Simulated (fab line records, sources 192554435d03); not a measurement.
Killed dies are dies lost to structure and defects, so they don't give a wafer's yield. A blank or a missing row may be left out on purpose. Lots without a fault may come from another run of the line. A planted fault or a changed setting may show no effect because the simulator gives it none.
fab line records | flow n5_finfet
record lots=9 wafers=27 last_day=20
route steps=1938 shown ZERO_LAYER@14 WELL_APT@28 BEOL_M4@1111 PASSIVATION@1936
lots that met no fault: from a run of the same line without faults
start_h: hours from the record's first day to the start of the lot's first wafer shown | wait_h: hours since the lot's step before | " the same as in the row above | L1.1+2: a row that stands for several wafers | - no value, or no start given | * or withheld: withheld | < > ~ a bound
route shown NAME@n: a module of which the file shows steps, and the number in the route of the first | usual: mean/standard deviation of fault-free wafers | same: alike in all rows | chamber/n: place in a boat | sites: the reading at each site | _std_site: their standard deviation | _edge_site: outer sites' mean less inner sites' | radius_mm: how far each site lies from the wafer's centre | mask NAME#n: copy n | behind: the tool/chamber that last shaped the wafer | hold: why the lot was held/for how many hours/how that ended | device: the transistor (n, p or np) that didn't switch | end of line: the same wafers' tests at the end of the route | a step without rows: its recipe alone | killed: dies lost to structure and defects at the first sort, not the wafer's yield | map: a wafer's dies, x killed, . not, _ none there
set.NAME: the setting as run; set.NAME@STEP: as run at that earlier step | model.NAME: the simulator's own value behind a step, which no gauge read
steps of the route over a sample of lots; a table a step, a row a wafer
services: from which hour (start_h, from the record's first day; less than 0 if before it) a tool's chamber was out of use, for how many hours, and why
## steps
# step N5_ZERO_LAYER_DESCUM_16
# recipe chemistry=O2 time_s=7.9 source_power_w=50 bias_power_w=20 pressure_mtorr=20 rf_frequency_hz=2.712e+07 temp_c=40 o2_flow_sccm=225
# usual chamber_pressure_mTorr=20.002/0.015 drypump_motor_current_A=5.7/0.45 oes_product_au=0.81/0.068 rf_vpp_V=243.3/1.4 showerhead_plenum_p_Torr=2.10/0.076 throttle_valve_pct=20.29/0.19
# columns lot.wafer tool chamber start_h wait_h chamber_pressure_mTorr drypump_motor_current_A oes_product_au rf_hours_counter_h rf_vpp_V showerhead_plenum_p_Torr throttle_valve_pct
L508.2 rie_diel-06 1 18.74 0.1 20.006 5.6 0.85 78 240.9 1.95 20.41
L508.4 " 0 " " 20.009 5.9 0.80 110 244.6 2.19 20.10
L508.6 " 2 " " 20.010 6.1 0.83 - 242.5 2.14 20.65
L514.3 rie_diel-05 2 54.81 0.0 19.981 4.8 0.94 8 242.9 2.14 20.17
L514.4 " 2 " " 19.970 4.8 0.94 - 243.8 2.14 20.18
L514.5 " 3 " " 19.968 6.1 0.82 - 243.0 2.13 20.38
L516.1 rie_diel-03 1 66.81 0.0 19.986 5.4 0.99 2 241.7 2.05 20.07
L516.5 " 3 " " 20.012 5.1 0.88 - 244.6 2.21 20.32
L516.6 " 2 " " 19.984 6.1 0.79 - 242.5 2.01 20.01
L517.1 rie_diel-03 3 72.80 0.0 20.004 5.1 0.86 54 244.5 2.21 20.31
L517.3 " 0 " " 20.021 5.4 0.78 129 243.0 2.11 20.23
L517.6 " 1 " " 20.016 5.4 0.97 - 243.0 2.05 20.05
L525.2 rie_diel-03 0 120.68 0.0 20.008 5.5 0.77 145 242.9 2.10 20.28
L525.5 " 0 " " 19.999 5.5 0.78 - 244.9 2.10 20.27
L525.6 " 1 " " 20.007 5.4 0.91 - 242.6 2.04 20.09
L526.1 rie_diel-03 0 126.68 0.0 20.025 5.4 0.77 146 242.0 2.10 20.28
L526.4 " 2 " " 19.996 6.1 0.76 149 241.9 2.00 20.02
L526.5 " 2 " " 20.005 6.1 0.76 - 242.4 2.00 20.03
L527.1 rie_diel-06 1 132.99 0.2 19.997 5.6 0.82 108 240.3 1.94 20.46
L527.5 " 1 " " 19.995 5.5 0.82 - 240.8 1.94 20.46
L527.6 " 2 " " 19.996 6.0 0.79 - 243.7 2.13 20.69
L528.2 rie_diel-06 3 138.81 0.0 20.008 5.7 0.76 144 245.2 2.16 20.25
L528.3 " 0 " " 20.033 5.9 0.76 150 244.1 2.17 20.18
L528.5 " 0 " " 19.981 5.9 0.76 - 242.2 2.17 20.16
L530.1 rie_diel-05 0 150.69 0.0 19.989 5.6 0.72 194 242.7 2.09 20.62
L530.2 " 3 " " 19.990 6.1 0.79 137 243.1 2.11 20.42
L530.3 " 2 " " 20.007 4.8 0.86 38 244.6 2.13 20.22
# step N5_ZERO_LAYER_STRIP_24
# recipe chemistry=O2 power_w=1000 temp_c=250 overash_fraction=0.3 pressure_mtorr=1000 o2_flow_sccm=6750
# usual chamber_pressure_mTorr=1000.0/0.91 drypump_motor_current_A=5.7/0.33 heater_power_w=317/37 oes_product_au=0.647/0.004 strip_time_to_endpoint_s=43.88/0.082
# columns lot.wafer tool chamber start_h wait_h chamber_pressure_mTorr drypump_motor_current_A heater_power_w oes_product_au rf_hours_counter_h strip_time_to_endpoint_s
L508.2 plasma_asher-02 0 18.97 0.1 1001.2 6.2 326 0.641 75 43.79
L508.4 " 1 " " 999.2 5.8 316 0.643 - 43.72
L508.6 " 0 " " 998.8 6.2 335 0.651 - 43.85
L514.3 plasma_asher-01 0 55.05 0.1 1000.8 5.2 351 0.647 - 43.95
L514.4 " 1 " " 1001.2 5.7 258 0.644 - 43.89
L514.5 " 0 " " 1002.2 5.2 371 0.643 - 43.79
L516.1 plasma_asher-02 0 67.02 0.1 1000.4 6.1 335 0.647 85 43.93
L516.5 " 1 " " 999.2 5.8 309 0.644 - 43.97
L516.6 " 0 " " 1000.6 6.1 325 0.647 - 43.91
L517.1 plasma_asher-02 1 73.02 0.1 999.4 5.8 315 0.645 86 43.93
L517.3 " 0 " " 999.3 6.1 323 0.643 - 43.97
L517.6 " 1 " " 1000.4 5.8 309 0.649 - 44.00
L525.2 plasma_asher-01 1 120.89 0.1 1001.4 5.6 255 0.638 44 43.80
L525.5 " 0 " " 999.1 5.2 366 0.645 - 43.74
L525.6 " 1 " " 1000.4 5.6 254 0.648 - 43.78
L526.1 plasma_asher-01 1 126.89 0.1 999.6 5.6 252 0.645 44 43.94
L526.4 " 1 " " 1000.8 5.6 256 0.655 - 43.97
L526.5 " 1 " " 1000.2 5.6 258 0.646 - 43.90
L527.1 plasma_asher-02 0 133.20 0.1 997.9 6.1 331 0.639 100 43.86
L527.5 " 1 " " 1000.8 5.8 320 0.652 - 43.94
L527.6 " 0 " " 997.9 6.1 335 0.650 - 44.02
L528.2 plasma_asher-02 1 139.03 0.1 999.7 5.8 316 0.646 102 43.88
L528.3 " 1 " " 1000.5 5.8 311 0.648 - 43.81
L528.5 " 0 " " 999.8 6.1 324 0.641 - 43.88
L530.1 plasma_asher-01 1 150.90 0.1 1000.1 5.7 260 0.648 49 43.77
L530.2 " 0 " " 1000.8 5.2 367 0.642 49 43.83
L530.3 " 0 " " 999.1 5.2 361 0.648 - 43.87
# step N5_WELL_APT_CD_MEAS_08
# recipe target_cd_nm=200 landing_energy_ev=500 detector=se_inlens
# usual cd_nm=201.0/1.9
# columns lot.wafer tool chamber start_h wait_h cd_nm
L508.2 cd_sem-02 0 19.63 - 201.8
L508.4 " 0 " " 199.4
L508.6 " 0 " " 200.1
L514.3 cd_sem-02 0 55.83 - 205.5
L514.4 " 0 " " 201.5
L514.5 " 0 " " 203.2
L516.1 cd_sem-02 0 67.73 - 202.9
L516.5 " 0 " " 198.6
L516.6 " 0 " " 200.0
L517.1 cd_sem-02 0 73.81 - 200.7
L517.3 " 0 " " 201.9
L517.6 " 0 " " 200.4
L525.2 cd_sem-02 0 121.68 - 200.5
L525.5 " 0 " " 199.0
L525.6 " 0 " " 198.3
L526.1 cd_sem-01 0 127.68 - 199.7
L526.4 " 0 " " 196.7
L526.5 " 0 " " 197.8
L527.1 cd_sem-03 0 134.00 - 198.3
L527.5 " 0 " " 198.0
L527.6 " 0 " " 199.5
L528.2 cd_sem-02 0 139.82 - 201.5
L528.3 " 0 " " 201.8
L528.5 " 0 " " 201.1
L530.1 cd_sem-02 0 151.56 - 204.6
L530.2 " 0 " " 200.6
L530.3 " 0 " " 202.7
# step N5_WELL_APT_IMPLANT_32
# recipe species=BF2 energy_kev=50 dose_cm2=2e+13 tilt_deg=0 rotation_deg=0
# usual beam_energy_keV=50.000/0.016 dose_ions_cm2=2.0004e+13/2.1e+10 faraday_current_uA=254/4.7
# columns lot.wafer tool chamber start_h wait_h beam_energy_keV dose_ions_cm2 faraday_current_uA
L508.2 implanter-02 0 21.16 0.1 50.018 1.9988e+13 246
L508.4 " 0 " " 50.017 2.001e+13 257
L508.6 " 0 " " 49.995 2.0022e+13 252
L514.3 implanter-02 0 57.40 0.1 50.001 2.352e+13 283
L514.4 " 0 " " 50.008 2.347e+13 297
L514.5 " 0 " " 50.016 2.3457e+13 303
L516.1 implanter-02 0 69.37 0.1 50.009 2.3492e+13 298
L516.5 " 0 " " 49.984 2.3459e+13 296
L516.6 " 0 " " 50.007 2.3495e+13 299
L517.1 implanter-01 0 75.32 0.1 50.024 2.0022e+13 256
L517.3 " 0 " " 49.978 2.0019e+13 252
L517.6 " 0 " " 49.982 1.9988e+13 257
L525.2 implanter-01 0 123.63 0.1 49.970 2.0003e+13 268
L525.5 " 0 " " 49.993 2.0006e+13 256
L525.6 " 0 " " 49.961 2.0019e+13 261
L526.1 implanter-01 0 129.30 0.1 50.015 1.9983e+13 252
L526.4 " 0 " " 50.014 1.9982e+13 251
L526.5 " 0 " " 50.001 2e+13 252
L527.1 implanter-02 0 135.49 0.1 49.990 1.9962e+13 249
L527.5 " 0 " " 49.952 1.9998e+13 257
L527.6 " 0 " " 49.985 2.0013e+13 255
L528.2 implanter-02 0 141.44 0.1 50.029 1.9963e+13 249
L528.3 " 0 " " 49.982 1.9988e+13 252
L528.5 " 0 " " 49.997 1.9982e+13 252
L530.1 implanter-01 0 153.42 0.1 49.985 2.0015e+13 248
L530.2 " 0 " " 49.997 2.0011e+13 249
L530.3 " 0 " " 50.007 1.9989e+13 257
# step N5_BEOL_M4_RC_MEAS_101
# usual CJ_N=4.35/0.086 DIBL_N=36.7/1.8 DIBL_P=37.0/2.4 IOFF_N=0.17/0.036 IOFF_P=0.22/0.042 ION_N=673/12 ION_P=462/8.5 SS_N=71.7/0.62 SS_P=73.4/0.65 VT_N=250/3.7 VT_P=-250/3.7
# columns lot.wafer tool chamber start_h wait_h CJ_N DIBL_N[mV/V] DIBL_P[mV/V] IOFF_N[nA/um] IOFF_P[nA/um] ION_N[uA/um] ION_P[uA/um] SS_N[mV/dec] SS_P[mV/dec] VT_N[mV] VT_P[mV]
L508.2 prober-02 0 188.56 0.2 4.36 38.5 39.0 0.19 0.25 671 461 71.5 73.3 250 -250
L508.4 " 0 " " 4.35 38.2 39.0 0.21 0.24 675 460 71.9 74.6 245 -250
L508.6 " 0 " " 4.40 37.8 37.4 0.19 0.22 667 457 72.0 73.4 250 -249
L514.3 prober-02 0 224.45 0.3 4.72 36.1 37.7 0.16 0.22 674 471 71.5 73.5 249 -246
L514.4 " 0 " " 4.77 33.2 33.2 0.11 0.17 661 460 71.0 72.6 254 -251
L514.5 " 0 " " 4.69 37.2 38.6 0.18 0.25 676 468 72.2 73.3 248 -248
L516.1 prober-01 0 237.71 0.0 4.67 35.7 35.9 0.17 0.25 682 479 70.9 72.7 246 -243
L516.5 " 0 " " 4.51 35.2 35.4 0.15 0.24 666 470 72.0 72.2 250 -244
L516.6 " 0 " " 4.68 37.4 37.7 0.19 0.29 671 474 71.7 73.1 246 -243
L517.1 prober-01 0 239.43 0.0 4.24 36.1 37.0 0.14 0.20 658 454 70.6 73.7 254 -250
L517.3 " 0 " " 4.16 34.9 35.6 0.12 0.18 649 449 71.2 73.3 256 -251
L517.6 " 0 " " 4.25 35.9 35.9 0.13 0.19 659 455 71.2 73.3 251 -254
L525.2 prober-02 0 287.12 0.2 4.29 38.5 35.5 0.19 0.22 677 463 73.4 73.6 249 -246
L525.5 " 0 " " 4.23 36.2 32.7 0.14 0.17 662 453 71.1 72.6 253 -251
L525.6 " 0 " " 4.38 35.7 33.9 0.16 0.20 686 471 71.4 72.8 250 -249
L527.1 prober-01 0 300.55 0.0 4.44 35.7 34.9 0.15 0.19 678 461 71.4 73.1 251 -249
L527.5 " 0 " " 4.41 36.7 36.2 0.17 0.22 686 464 71.0 73.8 250 -249
L527.6 " 0 " " 4.38 32.1 30.0 0.10 0.14 662 456 70.7 72.4 256 -255
L526.1 prober-02 0 300.73 0.0 4.32 39.0 38.1 0.20 0.21 679 459 72.0 72.6 248 -252
L526.4 " 0 " " 4.34 38.3 37.9 0.18 0.22 678 469 72.0 73.0 247 -251
L526.5 " 0 " " 4.35 39.3 38.2 0.21 0.22 677 456 72.1 73.0 248 -249
L528.2 prober-02 0 302.50 0.2 4.39 38.1 36.4 0.17 0.25 687 471 71.4 73.9 247 -248
L528.3 " 0 " " 4.35 39.6 38.4 0.20 0.29 671 462 72.5 73.2 250 -247
L528.5 " 0 " " 4.21 37.0 35.7 0.15 0.23 683 470 70.7 73.3 249 -248
L530.1 prober-01 0 355.73 0.0 4.14 36.6 36.4 0.15 0.19 669 454 71.8 72.8 251 -252
L530.2 " 0 " " 4.38 36.8 35.9 0.16 0.20 682 464 71.9 73.6 248 -253
L530.3 " 0 " " 4.25 35.9 35.0 0.14 0.18 670 455 71.6 73.4 251 -254
# step N5_PASSIVATION_PROBE_49
# usual defect_limited_yield=91.1/1.4 killed_at_M0_to_M3=32/9.3 killed_at_M4_up=13/5.8 killed_at_contacts=12/6.3 killed_at_front_end=44/12 killed_at_other=3.6/2.7 killed_dies=104/17 killed_open=69/13 killed_short=34/6.9 sort_bin_5_function=5.2/0.98 sort_bin_6_memory=3.3/0.59 sort_n_pass=1075/17 sort_yield_pct=91.1/1.4
# same gross_dies=1180 killed_at_back_side=0 sort_bin_4_leakage[%]=0 sort_bin_8_speed[%]=0
# columns lot.wafer tool chamber start_h wait_h defect_limited_yield[%] killed_at_M0_to_M3 killed_at_M4_up killed_at_contacts killed_at_front_end killed_at_other killed_dies killed_open killed_short sort_bin_5_function[%] sort_bin_6_memory[%] sort_n_pass sort_yield_pct[%]
L508.2 prober-01 - 292.65 0.1 90.6 20 17 11 62 1 111 74 32 5.3 3.4 1069 90.6
L508.4 prober-01 - 292.75 0.2 91.0 33 11 6 54 2 106 67 38 5.8 3.1 1074 91.0
L508.6 prober-01 - 292.85 0.3 92.9 31 18 13 21 1 84 57 26 4.1 2.8 1096 92.9
L514.3 prober-01 - 332.76 0.1 92.8 37 6 5 32 5 85 59 24 4.3 2.8 1095 92.8
L514.4 prober-01 - 332.81 0.2 90.7 38 13 6 43 10 110 69 36 5.6 3.3 1070 90.7
L514.5 prober-01 - 332.86 0.2 94.0 29 2 5 22 13 71 47 24 3.4 2.3 1109 94.0
L516.1 prober-02 - 340.32 0.0 91.0 44 12 8 40 2 106 63 43 5.4 3.1 1074 91.0
L516.6 prober-02 - 340.57 0.3 91.5 41 11 11 35 2 100 55 45 4.1 3.6 1080 91.5
L526.1 prober-02 - 396.18 0.0 89.9 48 17 7 37 10 119 90 27 5.8 4.1 1061 89.9
L526.4 prober-02 - 396.33 0.2 92.0 26 7 10 44 7 94 62 31 4.0 3.6 1086 92.0
L526.5 prober-02 - 396.38 0.2 91.9 30 13 18 25 10 96 61 31 4.8 3.0 1084 91.9
# killed by level:class
L508.2 FIN_SAQP:geometric_particle:open=20 BEOL_M4:geometric_particle:open=11 FIN_SAQP:geometric_particle:short=9 MOL_CONTACT_COAG:geometric_particle:open=8 STI_FIN_REVEAL:geometric_particle:open=5 DUMMY_GATE:geometric_particle:open=4 BEOL_M0_SAQP:geometric_particle:open=4 HKMG_FIN:area_etch=4
L508.4 FIN_SAQP:geometric_particle:short=14 STI_FIN_REVEAL:geometric_particle:open=11 FIN_SAQP:geometric_particle:open=9 BEOL_M3:geometric_particle:open=9 BEOL_M0_SAQP:geometric_particle:open=7 MOL_CONTACT_COAG:geometric_particle:open=5 STARTING-WAFER:geometric_particle:open=5 GATE_CUT:geometric_particle:short=4
L508.6 MOL_CONTACT_COAG:geometric_particle:open=10 BEOL_M3:geometric_particle:open=8 BEOL_M4:geometric_particle:open=7 BEOL_M0_SAQP:geometric_particle:open=5 STI_FIN_REVEAL:geometric_particle:open=4 GATE_CUT:geometric_particle:short=4 BEOL_M0:geometric_particle:short=4 BEOL_M7:geometric_particle:open=4
L514.3 BEOL_M3:geometric_particle:open=12 STI_FIN_REVEAL:geometric_particle:open=10 BEOL_M1:geometric_particle:open=10 DUMMY_GATE:geometric_particle:open=5 BEOL_M3:geometric_particle:short=5 FIN_SAQP:geometric_particle:open=3 SPACER0:geometric_particle:short=3 MOL_CONTACT_COAG:geometric_particle:open=3
L514.4 STI_FIN_REVEAL:geometric_particle:open=10 DUMMY_GATE:geometric_particle:open=10 BEOL_M1:geometric_particle:open=6 BEOL_M2:geometric_particle:open=6 BEOL_M3:geometric_particle:open=6 MOL_CONTACT_COAG:geometric_particle:open=5 BEOL_M0:geometric_particle:open=5 MIM_TOP_ETCH:geometric_particle:short=5
L514.5 BEOL_M1:geometric_particle:open=10 BEOL_M3:geometric_particle:open=9 DUMMY_GATE:geometric_particle:open=4 GATE_CUT:geometric_particle:short=4 MIM_TOP_ETCH:geometric_particle:open=4 MOL_CONTACT_COAG:geometric_particle:open=3 BEOL_M2:geometric_particle:open=3 STARTING-WAFER:geometric_particle:short=3
L516.1 FIN_SAQP:geometric_particle:open=15 BEOL_M0_SAQP:geometric_particle:short=13 FIN_SAQP:geometric_particle:short=8 MOL_CONTACT_COAG:geometric_particle:open=7 BEOL_M0_SAQP:geometric_particle:open=6 BEOL_M2:geometric_particle:open=5 STI_FIN_REVEAL:geometric_particle:open=5 BEOL_M1:geometric_particle:open=5
L516.6 FIN_SAQP:geometric_particle:short=13 BEOL_M0_SAQP:geometric_particle:open=10 BEOL_M0_SAQP:geometric_particle:short=8 MOL_CONTACT_COAG:geometric_particle:open=6 BEOL_M2:geometric_particle:open=6 BEOL_M3:geometric_particle:open=6 FIN_SAQP:geometric_particle:open=5 MOL_CONTACT_COAG:geometric_particle:short=5
L526.1 BEOL_M2:geometric_particle:open=14 STI_FIN_REVEAL:geometric_particle:open=12 BEOL_M4:geometric_particle:open=11 BEOL_M0:geometric_particle:open=11 BEOL_M3:geometric_particle:open=11 FIN_SAQP:geometric_particle:short=7 MOL_CONTACT_COAG:geometric_particle:open=6 DUMMY_GATE:geometric_particle:open=4
L526.4 FIN_SAQP:geometric_particle:open=10 FIN_SAQP:geometric_particle:short=9 MOL_CONTACT_COAG:geometric_particle:open=9 BEOL_M2:geometric_particle:open=7 DUMMY_GATE:geometric_particle:open=5 BEOL_M0_SAQP:geometric_particle:open=5 BEOL_M3:geometric_particle:open=4 PAD_METAL:geometric_particle:short=4
L526.5 MOL_CONTACT_COAG:geometric_particle:open=14 FIN_SAQP:geometric_particle:open=8 BEOL_M4:geometric_particle:open=7 BEOL_M2:geometric_particle:open=7 MIM_BOT:geometric_particle:short=6 FIN_SAQP:geometric_particle:short=5 BEOL_M0_SAQP:geometric_particle:open=5 BEOL_M5:geometric_particle:open=5
## services
# columns tool chamber start_h hours kind
rie_diel-05 2 3.08 - clean
rie_diel-05 2 3.08 - consumable_replace:focus_ring
rie_diel-05 2 3.08 21.9 scheduled_down
rie_diel-05 2 3.08 21.9 vent_cycle
rie_diel-06 0 4.98 9.5 repair
rie_diel-03 3 19.67 2.8 repair
rie_diel-03 1 29.38 - clean
rie_diel-03 1 29.38 - consumable_replace:focus_ring
rie_diel-03 1 29.38 28.7 scheduled_down
rie_diel-03 1 29.38 28.7 vent_cycle
rie_diel-06 2 32.85 16.9 repair
rie_diel-05 0 51.68 3.7 repair
implanter-02 - 52.00 4.2 repair
implanter-01 - 57.90 0.6 repair
rie_diel-06 1 68.99 2.8 repair
plasma_asher-01 - 71.98 14.6 pm
rie_diel-06 1 75.09 4.7 repair
rie_diel-06 1 99.01 14.3 repair
rie_diel-03 2 102.53 7.6 repair
implanter-01 - 102.77 2.9 repair
implanter-01 - 130.37 3.2 pm
rie_diel-05 1 134.88 12.3 repair
plasma_asher-01 - 138.79 1.2 repair
rie_diel-06 1 142.70 5.8 repair
## key
first_sign step=N5_WELL_APT_IMPLANT_32 reading=dose_ions_cm2 direction=up sigmas=99+ usual=2.0004e+13 struck=2.3482e+13
effect step=N5_WELL_APT_IMPLANT_32 reading=faraday_current_uA direction=up sigmas=9 usual=254 struck=296
effect step=N5_BEOL_M4_RC_MEAS_101 reading=CJ_N direction=up sigmas=3.8 usual=4.35 struck=4.67
met_at N5_WELL_APT_IMPLANT_32
struck_lots L514,L516
not_acting_at N5_ZERO_LAYER_DESCUM_16,N5_ZERO_LAYER_STRIP_24,N5_WELL_APT_CD_MEAS_08
onset_between 21.16 57.40
fault kind=process_parameter_drift tool=implanter-02 chamber=- onset_h=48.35 steps=N5_WELL_APT_IMPLANT_32 channel=dose_cm2 offset=3.4804e+12 shape=step end_h=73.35 acts_in=these_recipes_only stated=2e+13
